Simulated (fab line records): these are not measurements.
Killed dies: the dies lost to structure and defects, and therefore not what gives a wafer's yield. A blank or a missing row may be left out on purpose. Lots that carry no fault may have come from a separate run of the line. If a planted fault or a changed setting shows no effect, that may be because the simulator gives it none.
Which tool is to blame?	flow nand harc	24 lots with 72 wafers sampled at 5 steps, on a route of 1302 steps

## WHAT THE GAUGES SHOWED, per wafer
NHARC_P_M2_THK_MEAS_24: measures by xrf.
lot	measured	on	thk nm (nm)
L074	day 6 16:34	film metro-01	144.0 144.0 145.2
L076	day 7 09:24	film metro-02	147.9 145.4 145.7
L077	day 7 18:58	film metro-02	144.5 143.4 145.3
L078	day 8 01:55	film metro-02	143.5 144.1 146.0
L079	day 8 12:29	film metro-01	146.0 145.3 146.8
L075	day 8 23:40	film metro-02	144.4 144.0 143.8
L080	day 9 03:08	film metro-01	144.6 143.7 143.5
L081	day 9 10:10	film metro-02	144.4 144.2 142.6
L082	day 9 17:28	film metro-02	145.7 144.1 146.7
L083	day 10 15:32	film metro-01	142.3 145.3 144.9
L084	day 10 16:17	film metro-02	144.2 143.8 143.7
L085	day 11 10:55	film metro-02	146.3 143.4 144.9
L086	day 11 15:35	film metro-01	143.6 142.8 142.9
L087	day 12 10:28	film metro-02	144.4 146.1 146.0
L088	day 12 11:16	film metro-02	144.1 143.8 144.5
L090	day 13 00:17	film metro-02	143.8 144.9 145.3
L089	day 13 01:20	film metro-02	145.0 146.2 143.3
L091	day 13 09:49	film metro-02	143.9 143.9 141.0
L092	day 13 19:01	film metro-02	143.0 145.2 142.2
L093	day 14 06:50	film metro-02	143.6 142.4 143.1
L094	day 14 21:05	film metro-02	142.2 144.0 146.2
L095	day 15 07:45	film metro-02	144.7 146.4 146.4
L096	day 15 14:08	film metro-01	144.5 142.3 143.6
L097	day 15 23:38	film metro-01	143.1 144.4 144.1

NHARC_P_BONDPAD_INSPECT_23.
lot	measured	on	raw defect count
L074	day 6 21:18	defect inspect-02	308 365 167
L076	day 7 13:58	defect inspect-01	266 240 446
L077	day 7 23:32	defect inspect-01	233 365 321
L078	day 8 06:39	defect inspect-01	256 435 278
L079	day 8 17:05	defect inspect-02	250 230 310
L075	day 9 04:31	defect inspect-01	388 433 365
L080	day 9 07:59	defect inspect-02	233 396 136
L081	day 9 14:52	defect inspect-01	505 456 425
L082	day 9 22:10	defect inspect-02	190 212 183
L083	day 10 20:07	defect inspect-01	310 255 254
L084	day 10 21:09	defect inspect-01	310 433 323
L085	day 11 15:42	defect inspect-01	389 339 248
L086	day 11 20:14	defect inspect-01	332 320 314
L087	day 12 15:41	defect inspect-01	607 334 559
L088	day 12 16:01	defect inspect-02	340 181 366
L090	day 13 05:00	defect inspect-01	457 394 287
L089	day 13 06:03	defect inspect-01	354 539 383
L091	day 13 15:12	defect inspect-01	498 271 382
L092	day 13 23:38	defect inspect-01	294 233 445
L093	day 14 11:31	defect inspect-01	376 348 371
L094	day 15 01:53	defect inspect-01	399 372 522
L095	day 15 12:29	defect inspect-01	254 249 275
L096	day 15 18:50	defect inspect-01	373 549 350
L097	day 16 04:14	defect inspect-02	244 237 247

## EACH LOT AND THE TOOL THAT RAN IT (in order: tool; ch and the chambers of the sampled wafers; start)
lot	NHARC_P_BONDPAD_DEP_00	NHARC_P_BONDPAD_DESCUM_11	NHARC_P_BONDPAD_PVD_17
L074	pecvd-04 ch 1,2, day 6 17:19	rie diel-03 ch 1,2,3, day 6 18:44	pvd sputter-03, day 6 21:18 or earlier
L076	pecvd-03 ch 0,1, day 7 10:10	rie diel-03 ch 2,3, day 7 11:26	pvd sputter-03, day 7 13:58 or earlier
L077	pecvd-04 ch 0,1, day 7 19:41	rie diel-02 ch 0,1, day 7 20:59	pvd sputter-03, day 7 23:32 or earlier
L078	pecvd-04 ch 0,2, day 8 02:38	rie diel-03 ch 0,2, day 8 04:05	pvd sputter-01, day 8 06:39 or earlier
L079	pecvd-03 ch 1,2, day 8 13:15	rie diel-03 ch 0,1,3, day 8 14:31	pvd sputter-03, day 8 17:05 or earlier
L075	pecvd-04 ch 0,1, day 9 00:23	rie diel-02 ch 1,2,3, day 9 01:57	pvd sputter-02, day 9 04:31 or earlier
L080	pecvd-02 ch 0,2, day 9 05:26 or earlier	rie diel-03 ch 0,2,3, day 9 05:26	pvd sputter-02, day 9 07:59 or earlier
L081	pecvd-04 ch 1,2, day 9 10:53	rie diel-10 ch 0,2,3, day 9 12:20	pvd sputter-03, day 9 14:52 or earlier
L082	pecvd-02 ch 0,1,2, day 9 18:10	rie diel-03 ch 0,1,3, day 9 19:36	pvd sputter-03, day 9 22:10 or earlier
L083	pecvd-03 ch 0,1,2, day 10 16:16	rie diel-10 ch 1,3, day 10 17:35	pvd sputter-02, day 10 20:07 or earlier
L084	pecvd-04 ch 1,2, day 10 18:26 or earlier	rie diel-02 ch 0,1, day 10 18:26	pvd sputter-02, day 10 21:09 or earlier
L085	pecvd-03 ch 0,2, day 11 11:40	rie diel-10 ch 1,2,3, day 11 13:05	pvd sputter-01, day 11 15:42 or earlier
L086	pecvd-04 ch 0,1, day 11 17:38 or earlier	rie diel-03 ch 0,1,2, day 11 17:38	pvd sputter-02, day 11 20:14 or earlier
L087	pecvd-03 ch 0,1, day 12 13:08 or earlier	rie diel-03 ch 1,3, day 12 13:08	pvd sputter-03, day 12 15:41 or earlier
L088	pecvd-03 ch 0,1,2, day 12 12:02	rie diel-02 ch 2,3, day 12 13:26	pvd sputter-01, day 12 16:01 or earlier
L090	pecvd-03 ch 0,1, day 13 01:01	rie diel-03 ch 0,3, day 13 02:26	pvd sputter-01, day 13 05:00 or earlier
L089	pecvd-03 ch 0,1,2, day 13 02:09	rie diel-02 ch 0,2,3, day 13 03:30	pvd sputter-02, day 13 06:03 or earlier
L091	pecvd-04 ch 1,2, day 13 11:58 or earlier	rie diel-10 ch 1,2, day 13 11:58	pvd sputter-01, day 13 15:12 or earlier
L092	pecvd-04 ch 1,2, day 13 19:46	rie diel-10 ch 0,2,3, day 13 21:03	pvd sputter-03, day 13 23:38 or earlier
L093	pecvd-04 ch 1,2, day 14 07:33	rie diel-03 ch 2,3, day 14 08:52	pvd sputter-02, day 14 11:31 or earlier
L094	pecvd-02 ch 1,2, day 14 21:53	rie diel-02 ch 1,2,3, day 14 23:20	pvd sputter-02, day 15 01:53 or earlier
L095	pecvd-03 ch 0,2, day 15 08:28	rie diel-10 ch 0,1,2, day 15 09:56	pvd sputter-01, day 15 12:29 or earlier
L096	pecvd-03 ch 0,1,2, day 15 14:50	rie diel-10 ch 0,2, day 15 16:17	pvd sputter-01, day 15 18:50 or earlier
L097	pecvd-02 ch 0,1, day 16 00:25	rie diel-10 ch 2,3, day 16 01:41	pvd sputter-03, day 16 04:14 or earlier
- NHARC_P_BONDPAD_DEP_00: deposits SiCN, target thk 250 nm.
- NHARC_P_BONDPAD_DESCUM_11: chemistry O2, time 3 s.
- NHARC_P_BONDPAD_PVD_17: deposits TaN, target thk 5 nm, time 8.06 s.

## WHAT THE TOOLS THEMSELVES READ (means of the sampled wafers that have a number; where no wafer has one, the mark that the record gives instead)
NHARC_P_BONDPAD_DEP_00.
lot	tool	heater power w (W)	susceptor temp C (C)
L074	pecvd-04	527	369.98
L076	pecvd-03	574	370.01
L077	pecvd-04	553	369.96
L078	pecvd-04	562	370.00
L079	pecvd-03	482	370.15
L075	pecvd-04	517	370.09
L080	pecvd-02	554	369.80
L081	pecvd-04	528	370.11
L082	pecvd-02	571	369.86
L083	pecvd-03	533	369.66
L084	pecvd-04	469	369.79
L085	pecvd-03	515	369.78
L086	pecvd-04	521	369.89
L087	pecvd-03	549	369.85
L088	pecvd-03	552	370.00
L090	pecvd-03	572	369.93
L089	pecvd-03	534	370.25
L091	pecvd-04	512	370.05
L092	pecvd-04	537	370.04
L093	pecvd-04	504	370.22
L094	pecvd-02	600	369.88
L095	pecvd-03	536	370.30
L096	pecvd-03	563	369.98
L097	pecvd-02	604	369.89

NHARC_P_BONDPAD_DESCUM_11.
lot	tool	chamber pressure mTorr (mTorr)	drypump motor current A (A)	oes product au (a.u.)	rf vpp V (V)	showerhead plenum p Torr (Torr)	throttle valve pct (%)
L074	rie diel-03	59.94	5.8	1.005	57.9	1.95	11.309
L076	rie diel-03	59.99	5.6	1.013	57.0	1.87	11.314
L077	rie diel-02	59.97	6.0	0.995	57.7	1.99	11.307
L078	rie diel-03	60.04	5.3	1.010	57.8	1.89	11.312
L079	rie diel-03	59.96	5.6	1.004	57.4	2.03	11.313
L075	rie diel-02	59.96	6.1	1.010	58.1	1.96	11.304
L080	rie diel-03	60.05	5.5	1.000	58.0	1.95	11.309
L081	rie diel-10	59.99	5.9	0.997	58.9	2.03	11.314
L082	rie diel-03	60.00	5.6	1.010	58.5	2.03	11.306
L083	rie diel-10	59.98	6.0	0.997	58.3	1.97	11.304
L084	rie diel-02	60.01	6.1	0.998	57.6	1.96	11.310
L085	rie diel-10	59.93	5.9	0.982	58.4	1.99	11.313
L086	rie diel-03	59.99	5.4	1.011	57.8	1.96	11.311
L087	rie diel-03	59.98	5.9	1.004	57.3	2.02	11.316
L088	rie diel-02	60.00	6.1	1.008	58.0	1.98	11.309
L090	rie diel-03	59.99	5.3	0.999	59.1	2.03	11.321
L089	rie diel-02	59.98	6.1	1.001	57.9	1.98	11.311
L091	rie diel-10	60.06	5.8	1.000	58.0	2.01	11.302
L092	rie diel-10	60.03	5.9	0.984	58.9	2.03	11.306
L093	rie diel-03	60.02	5.7	0.999	56.7	1.94	11.312
L094	rie diel-02	59.99	6.1	1.002	58.6	1.96	11.309
L095	rie diel-10	59.98	5.9	0.985	57.8	2.00	11.311
L096	rie diel-10	60.02	5.9	0.986	58.2	2.03	11.316
L097	rie diel-10	59.94	5.8	0.981	58.2	2.04	11.314

NHARC_P_BONDPAD_PVD_17.
lot	tool	throttle valve pct (%)
L074	pvd sputter-03	31.1
L076	pvd sputter-03	29.6
L077	pvd sputter-03	30.0
L078	pvd sputter-01	29.7
L079	pvd sputter-03	30.1
L075	pvd sputter-02	29.7
L080	pvd sputter-02	29.8
L081	pvd sputter-03	30.4
L082	pvd sputter-03	30.0
L083	pvd sputter-02	29.2
L084	pvd sputter-02	29.8
L085	pvd sputter-01	30.4
L086	pvd sputter-02	29.0
L087	pvd sputter-03	30.2
L088	pvd sputter-01	30.8
L090	pvd sputter-01	30.3
L089	pvd sputter-02	29.9
L091	pvd sputter-01	30.3
L092	pvd sputter-03	30.4
L093	pvd sputter-02	28.4
L094	pvd sputter-02	30.1
L095	pvd sputter-01	30.2
L096	pvd sputter-01	31.1
L097	pvd sputter-03	30.0

## THE ANSWER, worked out from the rows above alone
Rule: the lots themselves supply what counts as usual. The widest of any qualifying gaps counts: lots, ordered by their means at a reading, are off when they make up no more than a third of the lots, leave a main group of 4 or more, and stand apart from it by 3 or more times the standard deviation of that group's means. A main group is skipped when, at the precision printed for the reading in the tables above, its means are all equal. A lot without any number at a reading at which 4 lots or more have one is off too. All remaining lots with rows at the step are treated as sound. The gauges are gone through in route order, then the tools' own readings, and for those a lot's mean is taken as printed above. The first step at which some lot is off is used, and at that step the reading that is off furthest; a lot without a number counts as furthest.
Nothing can be told from this: no lot is off at any reading shown.

## WHAT THE SIMULATOR HAD PUT IN
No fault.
